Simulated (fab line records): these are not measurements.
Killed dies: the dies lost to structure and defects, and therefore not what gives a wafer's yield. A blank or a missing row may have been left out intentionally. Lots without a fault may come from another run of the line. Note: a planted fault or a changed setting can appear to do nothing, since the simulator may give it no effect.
fab line records + flow nandHarc
record
- lots=7
- wafers=21
- lastDay=34
route steps=1302 shown A_CONTACT@983
lots that met no fault: from a run of the same line without faults
startH: hours from the record's opening day to when the first of the lot's shown wafers began + waitH: hours since the lot's step before + " repeats the value in the row above + L1.1+2: one row covering several wafers at once + - no value, or no start was given + * or withheld: withheld + < > ~ a bound
route shown NAME@n: names a module that has steps shown in the file, with the first one's number in the route + usual: mean/standard deviation of fault-free wafers + same: alike in all rows + chamber/n: place in a boat + sites: readings site by site + _std_site: standard deviation of those values + _edge_site: outer sites' mean less inner sites' + radiusMm: how far each site lies from the wafer's centre + mask NAME#n: copy n + behind: tool/chamber where the wafer was last shaped + hold: why the lot went on hold/how many hours it stayed there/how the hold came to an end + device: the n, p or np transistor that did not switch + end of line: tests of these same wafers at the route's end + a step without rows: its recipe alone + killed: not the wafer's yield, but the dies lost to structure and defects at the first sort + map: dies across one wafer; x = killed, . = not, _ = none there
set.NAME: setting as actually run; set.NAME@STEP: the setting as run at that earlier step + model.NAME: the simulator's own value behind a step, which no gauge read
lots at some steps of the route; a table a step, a row a wafer
services: from which hour (startH, from the record's first day; less than 0 if before it) a tool's chamber was out of use, for how many hours, and why
## steps
# step NHARC_A_CONTACT_DEP_24
# recipe
- targetThkA=5000
- tempC=400
- pressureTorr=6.5
- rfW=900
- teosFlowSccm=161.4
- flowSccm=2650
- targetThkNm=500
- gas=O2
- material=SiO2
# usual
- heaterPowerW=572/110
- mfcPrecursorSccm=161.4/0.52
- throttleValvePct=16.0/0.61
| lot.wafer | tool     | chamber | startH | waitH | heaterPowerW | mfcPrecursorSccm | throttleValvePct |
|-----------|----------|---------|--------|-------|--------------|------------------|------------------|
| L505.1    | pecvd-04 | 2       | 490.99 | 0.1   | 711          | 162.1            | 16.5             |
| L505.4    | "        | 0       | "      | "     | 630          | 161.2            | 14.7             |
| L505.5    | "        | 1       | "      | "     | 603          | 160.5            | 16.0             |
| L516.1    | pecvd-03 | 2       | 588.77 | 0.1   | 430          | 161.4            | 16.4             |
| L516.4    | "        | 1       | "      | "     | 548          | 161.8            | 15.4             |
| L516.5    | "        | 2       | "      | "     | 451          | 162.9            | 16.1             |
| L518.3    | pecvd-04 | 0       | 607.80 | 0.1   | 684          | 161.2            | 15.1             |
| L518.1    | "        | 1       | "      | "     | 645          | 161.5            | 16.5             |
| L518.6    | "        | 0       | "      | "     | 693          | 161.3            | 15.2             |
| L519.2    | pecvd-01 | 2       | 628.72 | 0.2   | 482          | 160.9            | 17.0             |
| L519.3    | "        | 0       | "      | "     | 747          | 161.3            | 15.9             |
| L519.6    | "        | 2       | "      | "     | 517          | 161.3            | 16.9             |
| L525.1    | pecvd-03 | 1       | 670.04 | 0.1   | 541          | 161.9            | 15.8             |
| L525.3    | "        | 2       | "      | "     | 475          | 161.3            | 16.3             |
| L525.2    | "        | 0       | "      | "     | 544          | 161.5            | 15.3             |
| L527.6    | pecvd-04 | 1       | 699.59 | 0.2   | 576          | 161.9            | 16.1             |
| L527.4    | "        | 2       | "      | "     | 694          | 161.4            | 16.5             |
| L527.5    | "        | 0       | "      | "     | 618          | 161.5            | 15.3             |
| L526.3    | pecvd-03 | 0       | 721.04 | 0.1   | 422          | 161.2            | 15.8             |
| L526.6    | "        | 1       | "      | "     | 462          | 161.3            | 15.8             |
| L526.4    | "        | 2       | "      | "     | 489          | 160.9            | 16.4             |
# step NHARC_A_CONTACT_DEP_28
# recipe
- targetThkA=70000
- tempC=400
- material=aC
# usual
- throttleValvePct=34.999/0.0087
| lot.wafer | tool      | chamber | startH | waitH | throttleValvePct |
|-----------|-----------|---------|--------|-------|------------------|
| L505.1    | aclDep-02 | 0       | 491.60 | 0.1   | 35.000           |
| L505.4    | "         | 0       | 493.72 | 2.2   | 35.002           |
| L505.5    | "         | 0       | "      | "     | 34.988           |
| L516.1    | aclDep-01 | 0       | 589.77 | 0.5   | 34.984           |
| L516.4    | "         | 0       | 591.89 | 2.6   | 34.989           |
| L516.5    | "         | 0       | "      | "     | 34.998           |
| L518.1    | aclDep-01 | 0       | 608.34 | 0.1   | 35.004           |
| L518.3    | "         | 0       | 609.74 | 1.5   | 35.000           |
| L518.6    | "         | 0       | 611.86 | 3.6   | 34.991           |
| L519.2    | aclDep-03 | 0       | 630.26 | 0.9   | 34.999           |
| L519.3    | "         | 0       | "      | "     | 34.997           |
| L519.6    | "         | 0       | 633.07 | 3.7   | 34.988           |
| L525.1    | aclDep-01 | 0       | 671.95 | 1.4   | 35.009           |
| L525.2    | "         | 0       | "      | "     | 34.993           |
| L525.3    | "         | 0       | "      | "     | 35.008           |
| L527.4    | aclDep-02 | 0       | 703.98 | 4.0   | 34.998           |
| L527.5    | "         | 0       | "      | "     | 35.008           |
| L527.6    | "         | 0       | "      | "     | 35.005           |
| L526.3    | aclDep-02 | 0       | 723.02 | 1.4   | 34.996           |
| L526.4    | "         | 0       | "      | "     | 35.001           |
| L526.6    | "         | 0       | 725.10 | 3.5   | 34.986           |
# step NHARC_A_CONTACT_DEP_29
# recipe
- targetThkA=1000
- targetThkNm=100
- tempC=400
- pressureTorr=3.5
- flowSccm=200
- rfW=350
- material=SiON
# usual
- heaterPowerW=735/100
| lot.wafer | tool     | chamber | startH | waitH | heaterPowerW |
|-----------|----------|---------|--------|-------|--------------|
| L505.1    | pecvd-04 | 1       | 495.90 | 3.6   | 820          |
| L505.4    | "        | 0       | "      | "     | 761          |
| L505.5    | "        | 1       | "      | "     | 823          |
| L516.1    | pecvd-03 | 2       | 594.04 | 3.6   | 549          |
| L516.4    | "        | 2       | "      | "     | 551          |
| L516.5    | "        | 0       | "      | "     | 732          |
| L518.3    | pecvd-01 | 0       | 612.58 | 2.1   | 904          |
| L518.1    | "        | 1       | "      | "     | 791          |
| L518.6    | "        | 2       | "      | "     | 591          |
| L519.2    | pecvd-03 | 1       | 633.82 | 2.9   | 667          |
| L519.3    | "        | 2       | "      | "     | 645          |
| L519.6    | "        | 1       | "      | "     | 690          |
| L525.1    | pecvd-03 | 0       | 676.15 | 3.5   | 677          |
| L525.3    | "        | 1       | "      | "     | 754          |
| L525.2    | "        | 2       | "      | "     | 580          |
| L527.5    | pecvd-04 | 0       | 706.22 | 0.8   | 948          |
| L527.6    | "        | 1       | "      | "     | 700          |
| L527.4    | "        | 2       | "      | "     | 950          |
| L526.3    | pecvd-03 | 0       | 725.84 | 2.1   | 687          |
| L526.4    | "        | 2       | "      | "     | 630          |
| L526.6    | "        | 0       | "      | "     | 679          |
# step NHARC_A_CONTACT_DEHYDRATE_32
# recipe
- tempC=150
- timeS=120
# step NHARC_A_CONTACT_HMDS_33
# recipe
- timeS=30
# step NHARC_A_CONTACT_COAT_34
# recipe
- tempC=260
- timeS=75
# step NHARC_A_CONTACT_COAT_35
# recipe
- tempC=225
- timeS=65
# step NHARC_A_CONTACT_COAT_36
# recipe
- spinRpm=1500
- resistThkNm=90
# step NHARC_A_CONTACT_SOFTBAKE_37
# recipe
- tempC=105
- timeS=55
# step NHARC_A_CONTACT_EBR_38
# step NHARC_A_CONTACT_EXPOSE_39
# recipe
- na=1.35
- sigmaOuter=0.8
- doseMj=58.79
- maskId=A_CC_3
# step NHARC_A_CONTACT_PEB_40
# recipe
- pebTempC=100
- pebTimeS=65
# usual
- chillPlateTempC=22.97/0.11
- exhaustPa=45.0/0.85
- pebTimeS=65/0
| lot.wafer | tool          | chamber | startH | waitH | chillPlateTempC | exhaustPa | pebTimeS |
|-----------|---------------|---------|--------|-------|-----------------|-----------|----------|
| L505.1    | lithoTrack-04 | 0       | 496.39 | 0.1   | 22.97           | 45.1      | 65       |
| L505.4    | "             | 0       | "      | "     | 22.95           | 45.5      | 65       |
| L505.5    | "             | 0       | "      | "     | 22.98           | 46.2      | 65       |
| L516.1    | lithoTrack-04 | -       | 594.68 | 0.1   | -               | -         | -        |
| L516.4    | "             | -       | "      | "     | -               | -         | -        |
| L516.5    | "             | -       | "      | "     | -               | -         | -        |
| L518.1    | lithoTrack-01 | -       | 613.22 | 0.1   | -               | -         | -        |
| L518.3    | "             | -       | "      | "     | -               | -         | -        |
| L518.6    | "             | -       | "      | "     | -               | -         | -        |
| L519.2    | lithoTrack-04 | -       | 634.44 | 0.1   | -               | -         | -        |
| L519.3    | "             | -       | "      | "     | -               | -         | -        |
| L519.6    | "             | -       | "      | "     | -               | -         | -        |
| L525.1    | lithoTrack-01 | 0       | 676.79 | 0.1   | 22.98           | 43.5      | 65       |
| L525.2    | "             | 0       | "      | "     | 23.11           | 44.8      | 65       |
| L525.3    | "             | 0       | "      | "     | 22.93           | 44.2      | 65       |
| L527.4    | lithoTrack-04 | 0       | 706.66 | 0.0   | 22.86           | 45.0      | 65       |
| L527.5    | "             | 0       | "      | "     | 23.06           | 45.7      | 65       |
| L527.6    | "             | 0       | "      | "     | 22.96           | 45.9      | 65       |
| L526.3    | lithoTrack-06 | 0       | 726.46 | 0.0   | 23.02           | 45.5      | 65       |
| L526.4    | "             | 0       | "      | "     | 22.98           | 45.4      | 65       |
| L526.6    | "             | 0       | "      | "     | 23.03           | 44.6      | 65       |
# step NHARC_A_CONTACT_DEVELOP_41
# recipe
- developTimeS=35
- devTempC=23
## services
| tool          | chamber | startH | hours | kind      |
|---------------|---------|--------|-------|-----------|
| aclDep-03     | -       | 482.37 | 13.0  | pm        |
| pecvd-01      | -       | 492.25 | 13.0  | pm        |
| lithoTrack-01 | -       | 505.00 | 7.0   | pm        |
| pecvd-01      | -       | 522.38 | 0.6   | repair    |
| lithoTrack-06 | -       | 529.00 | 7.0   | pm        |
| pecvd-03      | -       | 548.02 | 13.0  | pm        |
| pecvd-03      | 0       | 548.02 | 13.0  | ventCycle |
| pecvd-03      | 1       | 548.02 | 13.0  | ventCycle |
| pecvd-03      | 2       | 548.02 | 13.0  | ventCycle |
| lithoTrack-04 | -       | 553.00 | 7.0   | pm        |
| aclDep-01     | -       | 557.11 | 13.0  | pm        |
| pecvd-03      | 0       | 561.02 | -     | clean     |
| pecvd-03      | 1       | 561.02 | -     | clean     |
| aclDep-02     | -       | 607.53 | 13.0  | pm        |
| pecvd-01      | 1       | 620.90 | 18.4  | repair    |
| pecvd-04      | -       | 631.68 | 13.0  | pm        |
| pecvd-03      | 1       | 655.94 | 8.7   | repair    |
| pecvd-04      | -       | 669.56 | 1.6   | repair    |
| pecvd-01      | -       | 673.25 | 13.0  | pm        |
| lithoTrack-01 | -       | 680.00 | 7.0   | pm        |
| aclDep-03     | -       | 680.02 | 13.0  | pm        |
| lithoTrack-06 | -       | 704.00 | 7.0   | pm        |
| pecvd-03      | -       | 724.37 | 0.6   | repair    |
| pecvd-04      | -       | 726.26 | 3.6   | repair    |
## key
firstSign
- step=NHARC_A_CONTACT_PEB_40
- reading=toolRecord
- direction=missing
effect none on later readings
metAt NHARC_A_CONTACT_PEB_40
struckWafers L516.1,L516.4,L516.5,L518.1,L518.3,L518.6,L519.2,L519.3,L519.6
laterRowsLeftOut L516.1,L516.4,L516.5,L518.1,L518.3,L518.6,L519.2,L519.3,L519.6
sortLeftOut L516.1,L516.4,L516.5,L518.1,L518.3,L518.6,L519.2,L519.3,L519.6
testerLeftOut L516,L518,L519
onsetBetween 496.39 594.68
fault
- kind=skippedStepWhole
- tool=lithoTrack-01,lithoTrack-04
- chamber=-
- onsetH=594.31
- steps=NHARC_A_CONTACT_PEB_40
- scope=struckLotsOnly
# testerLeftOut: of these lots the tester's yield and bins aren't shown, on N5 and GAA mostly nor the transistor test; their killed dies are dies lost to structure and defects alone, not to doping, threshold or leakage, so they don't give the yield
# sortLeftOut: the simulated sort isn't trusted on such a fault, so these wafers' sort isn't shown, and their yield isn't known
# laterRowsLeftOut: the simulator's readings of these wafers behind a module that went badly wrong aren't trusted and aren't shown, but for the sort
